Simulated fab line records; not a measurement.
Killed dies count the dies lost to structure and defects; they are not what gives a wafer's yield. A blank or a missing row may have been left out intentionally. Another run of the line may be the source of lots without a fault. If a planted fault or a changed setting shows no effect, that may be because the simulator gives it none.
Which of the tools did it?	flow n5Finfet	Sampling: 10 lots, 27 wafers, 3 of 1938 route steps

== WHAT THE GAUGES SHOWED, per wafer ==
N5_BEOL_M3_CD_MEAS_28: target cd 25.7 nm, target cd y 23.3 nm.
lot	measured	on	cdNm (nm)
L152	day 7 12:34	cdSem-01	25.96 25.92 26.04
L157	day 9 11:10	cdSem-02	25.76 25.68 25.61
L158	day 9 14:52	cdSem-03	25.46 26.32
L160	day 9 17:29	cdSem-02	25.69 4.97
L166	day 11 13:45	cdSem-01	5.59 25.22
L168	day 11 19:31	cdSem-01	25.77 25.54 25.91
L170	day 12 02:09	cdSem-02	25.58 25.75 25.73
L171	day 12 05:45	cdSem-01	25.85 25.59 25.62
L172	day 12 17:30	cdSem-01	25.59 25.88 25.52
L175	day 13 21:40	cdSem-02	25.84 25.30 25.65

== WHICH TOOL RAN EACH LOT (tool, then ch and the chambers of the sampled wafers, then the start) ==
lot	N5_BEOL_M3_ETCH_63	N5_BEOL_M3_EXPOSE_25
L152	rieDiel-03 ch 0,1,3, day 7 11:38	euvScanner-02 ch 0, day 7 12:26
L157	rieDiel-01 ch 0,1, day 9 10:14	euvScanner-02 ch 0, day 9 11:01
L158	rieDiel-01 ch 1,2, day 9 13:58	euvScanner-01 ch 0, day 9 14:46
L160	rieDiel-01 ch 1,2, day 9 16:47	euvScanner-02 ch 0, day 9 17:21
L166	rieDiel-04 ch 0,1, day 11 12:55	euvScanner-02 ch 0, day 11 13:37
L168	rieDiel-03 ch 2,3, day 11 18:47	euvScanner-01 ch 0, day 11 19:23
L170	rieDiel-03 ch 0,2, day 12 01:27	euvScanner-01 ch 0, day 12 02:01
L171	rieDiel-01 ch 2,3, day 12 04:58	euvScanner-01 ch 0, day 12 05:36
L172	rieDiel-01 ch 1,2, day 12 16:43	euvScanner-01 ch 0, day 12 17:21
L175	rieDiel-04 ch 0,1,3, day 13 20:52	euvScanner-01 ch 0, day 13 21:31
- N5_BEOL_M3_ETCH_63: etches SiARC in CF4, target depth 15.6 nm, time 26 s.
- N5_BEOL_M3_EXPOSE_25: exposes mask V2, defocus 5 nm.

== THE ANSWER, worked out from the rows above alone ==
Rule: the lots themselves supply what counts as usual. Put in order of their means at a reading, lots are off if they are a third of the lots or fewer, leave a main group of 4 or more, and stand apart from it by a gap of 3 or more times the standard deviation of the main group's means; of several such gaps the widest counts. The tables above print the reading to a certain number of digits; a main group whose means all agree to those digits is not used. Also off: a lot with no number at a reading for which 4 or more lots have one. The other lots that the step has rows for count as sound.
Off at N5_BEOL_M3_CD_MEAS_28 (cdNm): L160, L166. The main group: mean 25.74 nm, standard deviation 0.12.
If a tool, at a process step before that reading, ran all the lots that are off and no sound lot after the first of them, it fits. Those tools and the gauges at N5_BEOL_M3_CD_MEAS_28 are tried in the same way. One fits: N5_BEOL_M3_EXPOSE_25 on euvScanner-02. Its last sound lot is L157 (day 9 11:01), its first lot that is off L160 (day 9 17:21): a fault that began between those two fits.

== WHAT THE SIMULATOR HAD INSERTED ==
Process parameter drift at N5_BEOL_M3_EXPOSE_25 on euvScanner-02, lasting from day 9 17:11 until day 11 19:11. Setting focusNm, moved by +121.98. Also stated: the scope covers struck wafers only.
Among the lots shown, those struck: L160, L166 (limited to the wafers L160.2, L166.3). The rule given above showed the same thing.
